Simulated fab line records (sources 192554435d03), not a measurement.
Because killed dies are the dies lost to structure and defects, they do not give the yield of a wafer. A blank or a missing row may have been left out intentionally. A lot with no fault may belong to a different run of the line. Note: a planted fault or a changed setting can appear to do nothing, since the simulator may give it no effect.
Code-filled problem report in 8D (eight disciplines) form || flow n5_finfet || the parts of the form that need people (team, actions taken, sign-off) are left out

1. WHAT IS WRONG
etch_rf_on_time_s at N5_GATE_CUT_CUT_ETCH_53 reads a mean of 19.8 s on 3 wafers of 2 lots; wafers without a fault read 26.3 s with a standard deviation of 0.51. Measured from the usual mean, that is -13 standard deviations.
The step: etches W in SF6/Cl2, target depth 79.2 nm.
The first sign was on wafer L959.1 at day 9 18:55, on rie_metal-01. Wafers with a number at this step in the record: 27, from 9 lots. Rule for "out" (also "out of limits"): further than 4 standard deviations from the usual mean. All remaining wafers that have a number are taken as sound.

2. WHAT IT IS, WHAT IT ISN'T
{"question": "which readings at this step", "is": "etch_rf_on_time_s", "is not": "oes_product_au, throttle_valve_pct"}
{"question": "which lots", "is": "L959, L960", "is not": "L939, L940, L942, L945, L948, L949, L953"}
{"question": "which wafers of those lots", "is": "L959.1, L959.4, L960.1", "is not": "L959.5, L960.2, L960.5"}
{"question": "read on which tools", "is": "rie_metal-01", "is not": "rie_metal-02, rie_metal-03"}
{"question": "when", "is": "from day 9 18:55", "is not": "up to then (22 sound wafers); but 2 sound wafers of L960 came after"}

3. SUSPECTS, AND WHAT RULES EACH OUT
Counting: if a tool at a process step up to the reading ran every lot that is out, it stays a suspect. Sound lots after the first of them don't rule it out here, since some wafers of a struck lot are sound.
- rie_metal-01 at N5_GATE_CUT_CUT_ETCH_53 (etches W in SF6/Cl2, target depth 79.2 nm): kept. Ran every lot that is out, first one L959 (day 9 18:55); last sound lot up to then L953 (day 8 06:27). Its own etch_rf_on_time_s readings are out on those wafers.
The count leaves rie_metal-01 at N5_GATE_CUT_CUT_ETCH_53.

4. THE CAUSE (what the simulator had put in)
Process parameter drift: rie_metal-01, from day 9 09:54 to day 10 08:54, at N5_GATE_CUT_CUT_ETCH_53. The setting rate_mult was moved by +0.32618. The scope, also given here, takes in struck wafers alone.
Only this tool survived the counting.

5. THE CHAIN OF EFFECTS, in route order
Each row: a reading where the mean over the struck wafers with a number is more than 3 standard deviations away from the usual. Scope: only readings with a usual standard deviation given in the record; hours: median across lots of the time from each lot's start at the first step in this table that gives one to its start at this step; sigmas: change in usual standard deviations.
{"hours": 0, "step": "N5_GATE_CUT_CUT_ETCH_53", "reading": "etch_rf_on_time_s", "usual": "26.3 s", "on struck wafers": 19.8, "change": -6.5, "sigmas": -13}
Here are the process steps it includes:
- N5_GATE_CUT_CUT_ETCH_53: etches W in SF6/Cl2, target depth 79.2 nm.
Later steps that measure or inspect, where all struck wafers having a row at the step show a number for every such reading and not one has moved that far: N5_BEOL_M4_RC_MEAS_101.

6. HOW IT WOULD HAVE BEEN CAUGHT EARLIER
In this record the first reading out of limits was taken at day 9 18:55, 9 hours after the fault began at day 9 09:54.
